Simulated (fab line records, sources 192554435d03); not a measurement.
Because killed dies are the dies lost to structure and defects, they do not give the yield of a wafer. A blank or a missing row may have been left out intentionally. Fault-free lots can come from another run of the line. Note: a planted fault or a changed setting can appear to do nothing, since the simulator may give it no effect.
Chamber matching :: flow n5Finfet :: N5_BEOL_M4_ETCH_77 on rieDiel-06 has 4 sister chambers
The step etches underlayer in N2/H2, target depth 6.5 nm, time 5.2 s. 8 wafers are shown with their chamber, then 8 later ones without.

WAFERS WITH THEIR CHAMBER
wafer: L083.5
chamber: 1
drypumpMotorCurrentA (A): 5.8
showerheadPlenumPTorr (Torr): 2.46

wafer: L084.3
chamber: 1
drypumpMotorCurrentA (A): 5.7
showerheadPlenumPTorr (Torr): 2.46

wafer: L084.4
chamber: 0
drypumpMotorCurrentA (A): 6.4
showerheadPlenumPTorr (Torr): 2.56

wafer: L084.6
chamber: 2
drypumpMotorCurrentA (A): 4.9
showerheadPlenumPTorr (Torr): 2.52

wafer: L088.1
chamber: 3
drypumpMotorCurrentA (A): 6.4
showerheadPlenumPTorr (Torr): 2.65

wafer: L088.4
chamber: 0
drypumpMotorCurrentA (A): 6.4
showerheadPlenumPTorr (Torr): 2.55

wafer: L088.5
chamber: 3
drypumpMotorCurrentA (A): 6.4
showerheadPlenumPTorr (Torr): 2.65

wafer: L091.2
chamber: 2
drypumpMotorCurrentA (A): 4.9
showerheadPlenumPTorr (Torr): 2.51

WAFERS WITHOUT THEIR CHAMBER
wafer: L091.3
drypumpMotorCurrentA (A): 6.4
showerheadPlenumPTorr (Torr): 2.65

wafer: L091.5
drypumpMotorCurrentA (A): 6.4
showerheadPlenumPTorr (Torr): 2.65

wafer: L093.3
drypumpMotorCurrentA (A): 6.4
showerheadPlenumPTorr (Torr): 2.55

wafer: L093.5
drypumpMotorCurrentA (A): 6.4
showerheadPlenumPTorr (Torr): 2.65

wafer: L093.6
drypumpMotorCurrentA (A): 6.4
showerheadPlenumPTorr (Torr): 2.55

wafer: L095.2
drypumpMotorCurrentA (A): 6.4
showerheadPlenumPTorr (Torr): 2.54

wafer: L095.5
drypumpMotorCurrentA (A): 4.9
showerheadPlenumPTorr (Torr): 2.51

wafer: L095.6
drypumpMotorCurrentA (A): 6.4
showerheadPlenumPTorr (Torr): 2.64

THE CHAMBER EACH PASSED THROUGH
wafer: L091.3
from the rows above: 3
in truth: 3

wafer: L091.5
from the rows above: 3
in truth: 3

wafer: L093.3
from the rows above: 0
in truth: 0

wafer: L093.5
from the rows above: 3
in truth: 3

wafer: L093.6
from the rows above: 0
in truth: 0

wafer: L095.2
from the rows above: 0
in truth: 0

wafer: L095.5
from the rows above: 2
in truth: 2

wafer: L095.6
from the rows above: 3
in truth: 3
Placed correctly: 8 of 8. Not placeable from these rows: 0. Number placed wrongly: 0.
How it was worked out, from the rows above alone: a wafer's distance from a chamber is the root of the sum, over the readings, of the square of ((its reading less the chamber's mean) divided by the reading's scatter). If the next closest chamber is less than 2 further off than the closest, the wafer can't be placed; otherwise it belongs to the closest. For every chamber, the mean is computed from those of its wafers that are shown. The scatter: the root of (the sum of the squares of (reading less its chamber's mean) over the shown wafers, divided by (wafers less chambers)).
